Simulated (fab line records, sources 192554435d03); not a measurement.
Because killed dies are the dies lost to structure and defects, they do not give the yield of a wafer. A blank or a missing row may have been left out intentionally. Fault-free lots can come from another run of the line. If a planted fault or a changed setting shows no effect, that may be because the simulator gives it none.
Chamber matching	flow n5-finfet	rie-diel-04 running N5_SD_EPI_P_ETCHBACK_46: 4 sister chambers
The step etches SiNx in CH3F/O2, stops on SiO2, target depth 17.5 nm. 27 wafers are shown with their chamber, then 12 later ones without.

## WAFERS, EACH WITH ITS CHAMBER
wafer	chamber	drypump-motor-current-A (A)	showerhead-plenum-p-Torr (Torr)	rf-vpp-V (V)
L074.1	2	6.4	1.95	291
L074.2	0	6.5	2.07	306
L074.6	0	6.5	2.07	307
L075.2	2	6.5	1.95	291
L075.3	3	5.4	2.06	303
L075.6	1	5.6	2.03	285
L077.2	1	5.6	2.03	285
L077.3	2	6.4	1.95	291
L077.6	1	5.6	2.03	283
L084.2	3	5.3	2.05	301
L084.4	0	6.5	2.06	305
L084.5	2	6.5	1.95	291
L085.1	1	5.6	2.03	286
L085.3	3	5.3	2.05	301
L085.6	0	6.5	2.06	308
L086.2	1	5.6	2.03	283
L086.4	3	5.4	2.05	301
L086.6	3	5.4	2.05	301
L087.1	2	6.5	1.95	292
L087.3	3	5.4	2.05	301
L087.6	2	6.5	1.95	291
L089.3	0	6.5	2.06	307
L089.4	2	6.5	1.95	291
L089.5	2	6.5	1.95	290
L090.2	2	6.5	1.94	291
L090.5	0	6.5	2.06	307
L090.6	3	5.4	2.05	301

SIGNATURES (means of the wafers above)
reading	chamber 0	chamber 1	chamber 2	chamber 3	scatter within a chamber
drypump-motor-current-A	6.500	5.600	6.478	5.371	0.036
showerhead-plenum-p-Torr	2.0633	2.0300	1.9489	2.0514	0.00366
rf-vpp-V	306.67	284.40	291.00	301.29	0.884
Rule: a wafer lies at a distance from a chamber equal to the root of the sum of squares, over the readings, of (its reading less the chamber's mean, divided by the reading's scatter). If the next closest chamber is less than 2 further off than the closest, the wafer can't be placed; otherwise it belongs to the closest. The scatter: take each reading less its chamber's mean, square it, sum over the shown wafers, divide by the number of wafers less the number of chambers, and take the root.

## WAFERS MISSING THEIR CHAMBER
wafer	drypump-motor-current-A (A)	showerhead-plenum-p-Torr (Torr)	rf-vpp-V (V)
L092.2	6.5	1.94	292
L092.3	5.6	2.02	285
L092.4	6.5	2.05	306
L093.1	6.5	2.05	307
L093.2	6.5	1.94	290
L093.3	5.6	2.02	283
L093.4	5.4	2.05	303
L093.5	6.5	2.05	307
L093.6	5.4	2.05	300
L094.2	6.5	1.94	291
L094.3	5.4	2.05	303
L094.5	6.5	1.94	292

## EACH ONE'S CHAMBER
wafer	from the rows above	in truth
L092.2	2	2
L092.3	1	1
L092.4	0	0
L093.1	0	0
L093.2	2	2
L093.3	1	1
L093.4	3	3
L093.5	0	0
L093.6	3	3
L094.2	2	2
L094.3	3	3
L094.5	2	2
Correctly placed: 12 of 12. Can't be placed from these rows: 0. 0 placed wrongly.
